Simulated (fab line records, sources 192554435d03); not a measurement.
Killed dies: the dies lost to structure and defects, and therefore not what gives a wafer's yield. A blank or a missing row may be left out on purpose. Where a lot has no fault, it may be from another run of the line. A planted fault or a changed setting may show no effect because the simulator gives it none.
fab line records | flow n5Finfet
[record] lots = 4 wafers = 12 lastDay = 16
route steps=1938 shown BEOL_M9@1437 BEOL_M10@1470 BEOL_M15@1830 PASSIVATION@1936
lots with no fault: from the same line, run without faults
startH: hours from the record's first day to the start of the lot's first wafer shown | waitH: time in hours since the lot's previous step | " repeats the value in the row above | L1.1+2: several wafers, shown together as one row | - no value, or no start given | * or withheld: withheld | < > ~ a bound
route shown NAME@n: names a module that has steps shown in the file, with the first one's number in the route | usual: mean and standard deviation over wafers with no fault | same: alike in all rows | chamber/n: place in a boat | sites: per-site readings | _std_site: the standard deviation of these | _edge_site: the outer-site mean with the inner-site mean subtracted | radiusMm: for every site, how far away it sits from the centre of the wafer | mask NAME#n: copy n | behind: tool/chamber where the wafer was last shaped | hold: why the lot went on hold/how many hours it stayed there/how the hold came to an end | device: transistor that didn't switch, given as n, p or np | end of line: tests of these same wafers at the route's end | for a step that has no rows: nothing shown but its recipe | killed: dies that structure and defects cost at the first sort, which is not the same as the wafer's yield | map: the dies of a wafer, with x for killed, . for not killed, _ for no die there
set.NAME: the setting that was run; set.NAME@STEP: the one run at that earlier step | model.NAME: the simulator's own value behind a step, which no gauge read
a table for each step, a row for each wafer; lots at some steps of the route
services: when a tool's chamber went out of use (startH, in hours from the record's first day, below 0 if earlier), for how many hours, and the reason
[[steps]]
[step N5_BEOL_M9_DESCUM_33]
[recipe] chemistry = O2 timeS = 7 sourcePowerW = 50 biasPowerW = 20 pressureMtorr = 20 rfFrequencyHz = 2.712e+07 tempC = 40 resist = CAR-EUV o2FlowSccm = 225
[step N5_BEOL_M9_ETCH_76]
[recipe] chemistry = N2/H2 target = underlayer targetDepthA = 65 maskMaterial = CAR-EUV timeS = 5.2 ionEnergyEv = 200 pressureMtorr = 30 sourceW = 840 biasW = 150 n2FlowSccm = 200 h2FlowSccm = 200 ends = cleared
[step N5_BEOL_M9_ETCH_65]
[recipe] chemistry = CF4 target = SiARC targetDepthA = 156 maskMaterial = CAR-EUV timeS = 26 ionEnergyEv = 80 pressureMtorr = 40 sourceW = 545 biasW = 36 Ar_flow_sccm = 100 cf4FlowSccm = 100 ends = cleared
[step N5_BEOL_M9_ETCH_66]
[recipe] chemistry = N2/H2 target = SOC targetDepthA = 800 overetchA = 160 maskMaterial = SiARC tempC = 40 timeS = 120 ionEnergyEv = 200 pressureMtorr = 30 sourceW = 840 biasW = 150 n2FlowSccm = 200 h2FlowSccm = 200
[step N5_BEOL_M9_STRIP_69]
[recipe] chemistry = N2/H2 tempC = 40 n2FlowSccm = 200 h2FlowSccm = 200 rfFrequencyHz = 6e+07
[step N5_BEOL_M9_STRIP_77]
[recipe] chemistry = N2/H2 tempC = 40 n2FlowSccm = 200 h2FlowSccm = 200 rfFrequencyHz = 6e+07
[step N5_BEOL_M9_VIA_ETCH_34]
[recipe] chemistry = C4F6/O2 target = SiCOH_lowk targetDepthA = 1824 maskMaterial = SOC taperDeg = 4 timeS = 68.4 ionEnergyEv = 250 pressureMtorr = 30 sourceW = 345 biasW = 185 Ar_flow_sccm = 300 C4F6_flow_sccm = 10 O2_flow_sccm = 10
[step N5_BEOL_M9_STRIP_73]
[recipe] chemistry = C4F6/O2 resist = SiARC rfFrequencyHz = 6e+07
[step N5_BEOL_M9_STRIP_36]
[recipe] chemistry = N2/H2 powerW = 450 tempC = 40 pressureMtorr = 20 rfFrequencyHz = 6e+07 overashFraction = 0.3 biasPowerW = 7 h2Frac = 0.5 n2FlowSccm = 200 h2FlowSccm = 200
[step N5_BEOL_M9_TRENCH_ETCH_37]
[recipe] chemistry = C4F6/O2 targetDepthA = 1514.3 target = SiCOH_lowk timeS = 49 ionEnergyEv = 250 pressureMtorr = 30 sourceW = 345 biasW = 185 Ar_flow_sccm = 300 C4F6_flow_sccm = 10 O2_flow_sccm = 10
[usual] drypumpMotorCurrentA = 5.5/0.57 oesProductAu = 0.80/0.085 rfFwdPowerW = 341.4/1.7 rfVppV = 654/13 showerheadPlenumPTorr = 2.84/0.13 throttleValvePct = 20.96/0.2
// columns lot.wafer tool chamber startH waitH drypumpMotorCurrentA oesProductAu rfFwdPowerW rfHoursCounterH rfVppV showerheadPlenumPTorr throttleValvePct model.BEOL_M9.featureDepthNm model.etch.depthNm
L146.1 rieDiel-06 0 268.72 - 6.2 0.69 341.3 248 676 2.69 21.39 148.6 148.5
L146.3 " 3 " " 4.7 0.80 339.3 122 654 2.82 20.85 152.8 152.8
L146.6 " 3 " " 4.7 0.81 338.0 - 654 2.82 20.85 153.8 153.8
L153.3 rieDiel-06 0 322.64 - 6.3 0.92 280.7 6 761 3.02 21.02 143.8 143.8
L153.5 " 3 " " 4.8 0.75 277.0 - 725 2.82 20.83 140 139.9
L153.6 " 0 " " 6.2 0.93 281.4 - 760 3.02 21.03 145 145.1
L156.1 rieDiel-06 2 326.52 - 4.7 0.88 278.7 16 718 2.81 20.94 137 137
L156.3 " 3 " " 4.7 0.75 278.2 134 723 2.82 20.85 140.8 140.9
L156.4 " 2 " " 4.7 0.88 278.8 - 718 2.81 20.94 137.8 137.9
L157.1 rieDiel-03 3 339.37 - 6.5 0.91 343.7 22 647 2.99 20.48 148.8 148.8
L157.2 " 1 " " 5.0 0.81 342.3 88 647 2.99 20.75 150 150
L157.3 " 2 " " 5.2 0.78 338.5 102 663 2.76 21.08 150.2 150.2
[step N5_BEOL_M9_ETCH_41]
[recipe] chemistry = CH3F/O2 target = SiCN targetDepthA = 366 taperDeg = 2 timeS = 70.1 ionEnergyEv = 120 maskMaterial = TiN pressureMtorr = 30 sourceW = 395 biasW = 75 Ar_flow_sccm = 150 CH3F_flow_sccm = 30 O2_flow_sccm = 20
[step N5_BEOL_M9_STRIP_80]
[recipe] chemistry = N2/H2 timeS = 10 powerW = 450 tempC = 40 pressureMtorr = 20 rfFrequencyHz = 6e+07 biasPowerW = 7 n2FlowSccm = 200 h2FlowSccm = 200
[step N5_BEOL_M9_OCD_MEAS_38]
[usual] trenchDepthNm = 149.9/2.6
// columns lot.wafer tool chamber startH waitH trenchDepthNm
L146.1 ocd-01 - 268.90 - 147.6
L146.3 " - " " 152.4
L146.6 " - " " 153.4
L153.3 ocd-01 - 322.81 - 144.0
L153.5 " - " " 139.7
L153.6 " - " " 145.1
L156.1 ocd-01 - 326.69 - 137.2
L156.3 " - " " 140.8
L156.4 " - " " 137.8
L157.1 ocd-02 - 339.55 - 149.1
L157.2 " - " " 149.7
L157.3 " - " " 150.4
[step N5_BEOL_M9_HM_STRIP_39]
[recipe] chemistry = peroxideTinStrip material = TiN targetDepthA = 250 tempC = 50 timeS = 158
[step N5_BEOL_M9_SRD_40]
[recipe] timeS = 30 tempC = 23 rinseLiquid = diw dry = ipaMarangoni
[step N5_BEOL_M9_PRECLEAN_42]
[recipe] chemistry = residueRemover timeS = 60 tempC = 40
[step N5_BEOL_M9_SRD_43]
[recipe] timeS = 30 tempC = 23 rinseLiquid = diw dry = ipaMarangoni
[step N5_BEOL_M9_CURE_72]
[recipe] tempC = 370 timeS = 120 ambient = DMADMS/He material = SiCOH_lowk
[step N5_BEOL_M9_DEGAS_44]
[recipe] ambient = vacuum tempC = 250 timeS = 60
[step N5_BEOL_M9_PRE_CLEAN_45]
[recipe] gas = H2/He timeS = 30 tempC = 250
[step N5_BEOL_M9_ALD_74]
[recipe] material = TaN targetThkA = 20 tempC = 275 aldPrecursorFamily = PDMAT aldCoReactant = NH3 pressureTorr = 3 carrierFlowSccm = 1500 pulseTimeS = 2 purgeTimeS = 3 coReactantPurgeTimeS = 2 coReactantPulseTimeS = 3 aldCycles = 40 precursorVesselTempC = 75 precursorVesselPressureTorr = 26.25 precursorVesselCarrierSccm = 1000
[step N5_BEOL_M9_SURFACE_TREAT_79]
[recipe] gas = Ar timeS = * ionEnergyEv = * ionCurrentMaCm2 = 0.5 pressureMtorr = * arFlowSccm = 30
[step N5_BEOL_M9_CVD_78]
[recipe] material = Co targetThkA = 20 tempC = withheld precursor = CCTBA/H2 pressureTorr = 30 timeS = 138.9
[step N5_BEOL_M9_SPUTTER_48]
[recipe] material = Cu targetThkA = 120 tempC = -20 biasV = 60 powerW = 26000 chamberPressurePa = 0.13 timeS = 2
[step N5_BEOL_M9_ECD_50]
[recipe] material = Cu targetThkA = 3180
[step N5_BEOL_M9_ANNEAL_51]
[recipe] tempC = 225 timeS = 90 ambient = N2
[step N5_BEOL_M9_CMP_52]
[recipe] stopOn = SiCOH_lowk tOverpolishS = 7 downForcePsi = 1 platenRpm = 50 clearingPlatenDownForcePsi = 1.5 clearingPlatenRpm = 50 postCmpClean = cuAlkaline targetThkNm = 140 clearingPlatenPadVelocityMS = 0.99484 padVelocityMS = 0.99484
[usual] barrierFieldEndpointS = 29.2/1 motorCurrentA = 6.0/0.7 overpolishRunS = 6.999/0.0086 padLifeWafers = 1166/620 retainingRingPressureFrac = 1.001/0.0047 timeToEndpointS = 68/4.9
// columns lot.wafer tool chamber startH waitH barrierFieldEndpointS motorCurrentA overpolishRunS padLifeWafers retainingRingPressureFrac timeToEndpointS model.Cu_of_BEOL_M9_ECD_50.thkNm
L146.3 cmp-02 3 270.73 0.2 29.8 4.8 6.996 1195 0.998 73 144
L146.1 " 1 " " 29.7 6.9 7.004 1197 1.002 75 138.8
L146.6 " 3 " " 29.2 4.8 7.003 - 0.999 72 144.2
L153.3 cmp-04 2 325.10 0.3 29.0 7.2 6.988 291 1.003 65 130.4
L153.5 " 3 " " 28.4 6.8 6.981 - 0.994 61 125.8
L153.6 " 0 " " 29.4 6.0 6.984 - 0.996 65 132
L156.3 cmp-04 1 330.44 0.2 28.8 4.9 7.000 325 1.001 69 131
L156.1 " 2 " " 28.0 6.8 6.991 326 1.008 66 123.8
L156.4 " 3 " " 26.9 6.8 6.998 327 1.000 60 124.2
L157.2 cmp-01 3 342.14 0.2 29.1 5.5 7.007 631 1.000 72 140.2
L157.3 " 0 " " 28.1 6.1 6.992 632 1.002 64 136.4
L157.1 " 1 " " 30.1 5.9 6.993 633 0.997 71 138.2
[step N5_BEOL_M9_THK_MEAS_53]
[recipe] thkMeasGauge = xrf reads = Cu_of_BEOL_M9_ECD_50
[usual] M9_THK = 142/3.2
// columns lot.wafer tool chamber startH waitH M9_THK[nm]
L146.1 filmMetro-01 - 270.98 - 142
L146.3 " - " " 147
L146.6 " - " " 148
L153.3 filmMetro-01 - 325.28 - 132
L153.5 " - " " 128
L153.6 " - " " 133
L156.1 filmMetro-01 - 330.69 - 126
L156.3 " - " " 133
L156.4 " - " " 126
L157.1 filmMetro-02 - 342.40 - 141
L157.2 " - " " 143
L157.3 " - " " 140
[step N5_BEOL_M9_PRE_CLEAN_55]
[recipe] gas = NH3 timeS = 15 tempC = withheld rfPowerW = 300
[step N5_BEOL_M9_DEP_56]
[recipe] material = SiCN targetThkA = 150 tempC = withheld precursor = 3MS/NH3 pressureTorr = 3 rfW = 202 timeS = 26.5
[step N5_BEOL_M9_RS_MEAS_57]
[recipe] thkMeasGauge = four-point-probe reads = Cu_of_BEOL_M9_ECD_50+Co_of_BEOL_M9_CVD_78+TaN_of_BEOL_M9_ALD_74
[usual] M9_RS = 0.152/0.0036
// columns lot.wafer tool chamber startH waitH M9_RS[ohm/sq]
L146.1 filmMetro-01 - 271.12 0.1 0.153
L146.3 " - " " 0.147
L146.6 " - " " 0.146
L153.3 filmMetro-01 - 325.42 0.1 0.163
L153.5 " - " " 0.170
L153.6 " - " " 0.161
L156.1 filmMetro-02 - 330.83 0.1 0.173
L156.3 " - " " 0.162
L156.4 " - " " 0.172
L157.1 filmMetro-01 - 342.53 0.1 0.153
L157.2 " - " " 0.151
L157.3 " - " " 0.155
[step N5_BEOL_M10_ILD_DEP_00]
[recipe] material = SiCOH_lowk targetThkA = 3085.1 tempC = 300 precursor = DEMS/porogen pressureTorr = 5 rfW = 500 timeS = 58
[step N5_BEOL_M10_CURE_71]
[recipe] tempC = 385 timeS = 240 ambient = He/Ar material = SiCOH_lowk
[step N5_BEOL_M10_PECVD_70]
[recipe] material = SiO2 targetThkA = 200 tempC = 400 precursor = TEOS/O2 pressureTorr = 5.5 rfW = 450 teosFlowSccm = 53.8 gas = O2 flowSccm = 3000 timeS = 22.7
[step N5_BEOL_M10_HM_DEP_02]
[recipe] material = TiN targetThkA = 200 tempC = 25 chamberPressurePa = 0.49996
[step N5_BEOL_M10_COAT_59]
[recipe] resist = SOC tempC = 250 timeS = 60 spinRpm = 1500 resistThkNm = 100
[step N5_BEOL_M15_RC_MEAS_101]
[usual] COMB_M10 = 1.4e-11/3.5e-12 COMB_M11 = 1.5e-11/3.1e-12 COMB_M12 = 6.6e-12/1.4e-12 COMB_M13 = 4.9e-12/1e-12 COMB_M14 = 3.8e-12/7.3e-13 COMB_M15 = 2.7e-12/5.5e-13 COMB_M5 = 3.7e-11/7.9e-12 COMB_M6 = 2.5e-11/5.5e-12 COMB_M7 = 2.6e-11/5.2e-12 COMB_M8 = 2.6e-11/5.4e-12 COMB_M9 = 1.44e-11/2.6e-12 SERP_M10 = 3.08/0.12 SERP_M11 = 3.14/0.11 SERP_M11_max_site = 3.23/0.11 SERP_M12 = 0.632/0.021 SERP_M13 = 0.306/0.0072 SERP_M14 = 0.159/0.0057 SERP_M5 = 40.1/2.1 SERP_M5_max_site = 41.6/2.2 SERP_M6 = 13.8/0.67 SERP_M6_max_site = 14.4/0.75 SERP_M7 = 14.1/0.79 SERP_M8 = 13.7/0.77 SERP_M9 = 3.10/0.092 SERP_M9_max_site = 3.19/0.1
// columns lot.wafer tool chamber startH waitH COMB_M10[S/m] COMB_M11[S/m] COMB_M12[S/m] COMB_M13[S/m] COMB_M14[S/m] COMB_M15[S/m] COMB_M5[S/m] COMB_M6[S/m] COMB_M7[S/m] COMB_M8[S/m] COMB_M9[S/m] SERP_M10[ohm/um] SERP_M11[ohm/um] SERP_M11_max_site[ohm/um] SERP_M12[ohm/um] SERP_M13[ohm/um] SERP_M14[ohm/um] SERP_M5[ohm/um] SERP_M5_max_site[ohm/um] SERP_M6[ohm/um] SERP_M6_max_site[ohm/um] SERP_M7[ohm/um] SERP_M8[ohm/um] SERP_M9[ohm/um] SERP_M9_max_site[ohm/um]
L146.1 prober-02 0 307.51 0.0 1.1e-11 1.9e-11 8.7e-12 6.2e-12 4.9e-12 3e-12 2.6e-11 2.5e-11 3.6e-11 3.2e-11 1.53e-11 3.05 3.20 3.30 0.596 0.290 0.157 38.0 38.8 13.3 13.9 14.2 12.3 3.16 3.25
L146.3 " 0 " " 1e-11 2e-11 7.2e-12 5.7e-12 3.7e-12 3.5e-12 3e-11 1.8e-11 3.1e-11 2.5e-11 1.62e-11 3.16 3.18 3.28 0.635 0.309 0.155 42.5 43.8 14.2 14.6 13.0 14.4 3.04 3.09
L146.6 " 0 " " 1.2e-11 2e-11 6.5e-12 5.5e-12 4.1e-12 3.4e-12 3.8e-11 2.9e-11 2.2e-11 2.6e-11 1.51e-11 3.08 3.19 3.26 0.616 0.295 0.171 39.4 40.9 13.1 13.4 14.2 12.7 3.04 3.14
L153.3 prober-01 0 363.94 0.3 1.3e-11 1.1e-11 6.4e-12 3.7e-12 4.2e-12 2.1e-12 3.4e-11 1.7e-11 3.3e-11 3e-11 1.36e-11 3.40 2.96 3.05 0.647 0.302 0.157 40.7 42.8 12.8 13.3 14.4 14.4 3.43 3.53
L153.5 " 0 " " 1.3e-11 1.7e-11 7.1e-12 4.4e-12 3.6e-12 2.4e-12 3.1e-11 2.2e-11 2.8e-11 2.6e-11 1.5e-11 3.06 3.11 3.16 0.667 0.311 0.157 39.8 41.8 13.4 14.4 14.9 14.1 3.39 3.47
L153.6 " 0 " " 1.1e-11 1.5e-11 6.8e-12 4e-12 3.5e-12 2.2e-12 3.3e-11 2.5e-11 3e-11 1.5e-11 1.37e-11 3.00 3.00 3.15 0.595 0.299 0.150 40.5 42.0 12.5 13.0 14.9 13.8 3.32 3.49
L156.1 prober-01 0 370.44 0.0 1.6e-11 1.5e-11 7.3e-12 4.7e-12 4.2e-12 1.9e-12 2.8e-11 2.7e-11 3.1e-11 3.1e-11 1.66e-11 2.93 3.24 3.37 0.626 0.313 0.161 40.9 41.5 12.4 12.9 13.9 14.0 3.48 3.58
L156.3 " 0 " " 1.5e-11 1.4e-11 7e-12 5e-12 4e-12 1.9e-12 4.2e-11 2.4e-11 3e-11 2.5e-11 1.58e-11 3.15 3.29 3.36 0.615 0.322 0.157 40.5 41.0 13.9 14.3 12.3 15.5 3.29 3.37
L156.4 " 0 " " 1.6e-11 1.2e-11 6.6e-12 4.7e-12 4.6e-12 2.7e-12 3.1e-11 2.3e-11 3e-11 3.4e-11 9.6e-12 3.17 3.24 3.33 0.589 0.310 0.155 41.0 42.1 13.5 13.9 12.8 13.1 3.50 3.55
L157.1 prober-01 0 380.47 0.0 1.6e-11 1.2e-11 8.1e-12 6e-12 4.1e-12 2.7e-12 3.4e-11 2.6e-11 2.4e-11 1.7e-11 1.32e-11 3.11 3.19 3.27 0.662 0.301 0.155 43.5 44.3 14.2 14.5 13.7 12.5 3.11 3.16
L157.2 " 0 " " 1.5e-11 1.3e-11 7.4e-12 4.1e-12 3.9e-12 2.9e-12 2.3e-11 1.7e-11 2.4e-11 2.9e-11 1.27e-11 3.06 3.19 3.25 0.621 0.301 0.156 36.5 37.1 13.7 14.2 14.0 13.4 3.08 3.14
L157.3 " 0 " " 2e-11 1.5e-11 6.6e-12 5.7e-12 2.9e-12 2.6e-12 2.9e-11 2.4e-11 1.9e-11 2.1e-11 1.21e-11 2.88 3.21 3.25 0.625 0.291 0.156 40.0 40.9 14.9 15.4 16.1 13.0 3.10 3.20
// sites SERP_M9 radiusMm=0,75,75,75,75,140,140,140,140
L146.1 3.17 3.13 3.25 3.18 3.24 3.08 3.13 3.08 3.16
L153.3 3.51 3.44 3.53 3.43 3.48 3.11 3.29 3.21 3.25
L156.1 3.58 3.50 3.48 3.52 3.58 3.41 3.38 3.41 3.43
L157.1 3.01 3.06 3.09 3.05 3.11 3.12 3.16 3.14 3.11
[step N5_PASSIVATION_PROBE_49]
[usual] defectLimitedYield = 91.2/1.4 killed_at_M0_to_M3 = 32/9.3 killed_at_M4_up = 14/4.9 killedAtContacts = 15/7.5 killedAtFrontEnd = 40/11 killedAtOther = 4/3.3 killedDies = 104/17 killedOpen = 68/14 killedShort = 33/7.9 sort_bin_4_leakage = 0/0 sort_bin_5_function = 5.2/0.99 sort_bin_6_memory = 3.2/0.65 sortNPass = 1076/17 sortYieldPct = 91.1/1.5
[same] grossDies = 1180 killedAtBackSide = 0 sort_bin_8_speed[%] = 0
// columns lot.wafer tool chamber startH waitH defectLimitedYield[%] killed_at_M0_to_M3 killed_at_M4_up killedAtContacts killedAtFrontEnd killedAtOther killedDies killedOpen killedShort sort_bin_4_leakage[%] sort_bin_5_function[%] sort_bin_6_memory[%] sortNPass sortYieldPct[%]
L156.1 prober-02 - 384.63 0.0 92.8 34 5 12 30 4 85 61 24 0 3.8 3.2 1095 92.8
L156.3 prober-02 - 384.73 0.1 93.2 24 13 7 30 6 80 53 22 0 4.2 2.3 1100 93.2
L156.4 prober-02 - 384.78 0.2 92.3 19 23 14 27 8 91 59 23 0 5.5 1.9 1089 92.3
// killed by level:class
L156.1 BEOL_M0_SAQP:geometricParticle:open=11 MOL_CONTACT_COAG:geometricParticle:open=9 FIN_SAQP:geometricParticle:open=8 BEOL_M0_SAQP:geometricParticle:short=7 BEOL_M2:geometricParticle:open=5 STARTING-WAFER:geometricParticle:open=5 STI_FIN_REVEAL:geometricParticle:open=4 BEOL_M0:geometricParticle:open=4
L156.3 FIN_SAQP:geometricParticle:open=9 BEOL_M3:geometricParticle:open=7 BEOL_M4:geometricParticle:open=6 DUMMY_GATE:geometricParticle:open=5 MOL_CONTACT_COAG:geometricParticle:short=4 BEOL_M0_SAQP:geometricParticle:short=4 BEOL_M1:geometricParticle:open=4 PASSIVATION:areaEtch=4
L156.4 MOL_CONTACT_COAG:geometricParticle:open=13 BEOL_M4:geometricParticle:open=12 BEOL_M3:geometricParticle:open=7 PASSIVATION:areaEtch=7 STI_FIN_REVEAL:geometricParticle:open=6 STARTING-WAFER:geometricParticle:short=5 BEOL_M8:geometricParticle:open=4 BEOL_M1:geometricParticle:open=4
[[services]]
// columns tool chamber startH hours kind
rieDiel-03 3 257.80 - clean
rieDiel-03 3 257.80 - consumableReplace:focusRing
rieDiel-06 2 262.16 - clean
rieDiel-06 2 262.16 - consumableReplace:focusRing
rieDiel-06 2 262.16 25.1 scheduledDown
rieDiel-06 2 262.16 25.1 ventCycle
cmp-01 - 264.17 4.0 pm
cmp-04 - 271.01 1.6 repair
cmp-04 - 274.17 4.0 pm
rieDiel-03 0 274.83 3.8 repair
rieDiel-06 3 276.39 6.5 repair
cmp-04 - 278.17 - consumableReplace:conditioner
cmp-04 - 278.17 - consumableReplace:pad
cmp-04 - 278.17 4.3 pm
cmp-01 - 281.64 1.9 repair
cmp-04 - 285.17 5.1 repair
rieDiel-06 0 287.31 - clean
rieDiel-06 0 287.31 - consumableReplace:focusRing
rieDiel-06 0 287.31 - consumableReplace:showerhead
rieDiel-06 0 287.31 19.2 scheduledDown
rieDiel-06 0 287.31 19.2 ventCycle
rieDiel-06 3 289.56 18.8 repair
rieDiel-06 1 313.27 20.2 repair
rieDiel-03 2 336.02 2.5 repair
[[key]]
[firstSign] step = N5_BEOL_M9_TRENCH_ETCH_37 reading = rfFwdPowerW direction = down sigmas = 37 usual = * struck = *
[effect] step = N5_BEOL_M9_TRENCH_ETCH_37 reading = rfVppV direction = up sigmas = 6.2 usual = 654 struck = 734
[effect] step = N5_BEOL_M9_OCD_MEAS_38 reading = trenchDepthNm direction = down sigmas = 3.6 usual = 149.9 struck = 140.8
[effect] step = N5_BEOL_M9_THK_MEAS_53 reading = M9_THK direction = down sigmas = 3.8 usual = 142 struck = 130
[effect] step = N5_BEOL_M9_RS_MEAS_57 reading = M9_RS direction = up sigmas = 4 usual = 0.152 struck = 0.167
[effect] step = N5_BEOL_M15_RC_MEAS_101 reading = SERP_M9 direction = up sigmas = 3.3 usual = 3.10 struck = 3.40
[modelEffect] step = N5_BEOL_M9_TRENCH_ETCH_37 value = BEOL_M9.featureDepthNm without = 152 struck = 140.7
[modelEffect] step = N5_BEOL_M9_CMP_52 value = Cu_of_BEOL_M9_ECD_50.thkNm without = 139.1 struck = 127.9
metAt N5_BEOL_M9_TRENCH_ETCH_37
struckWafers L153.3,L153.5,L153.6,L156.1,L156.3,L156.4
[baselineLoss] step = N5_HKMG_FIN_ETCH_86 wafers = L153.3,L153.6
onsetBetween 268.72 322.64
[fault] kind = processParameterDrift tool = rieDiel-06 chamber = - onsetH = 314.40 steps = N5_BEOL_M9_TRENCH_ETCH_37 channel = sourceW offset = -62.1 shape = step endH = 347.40 actsIn = theseRecipesOnly stated = 345
// baselineLoss: these wafers lose ten dies or more at that step, a loss of the line's own and not of a fault; the sort's usual values leave them out
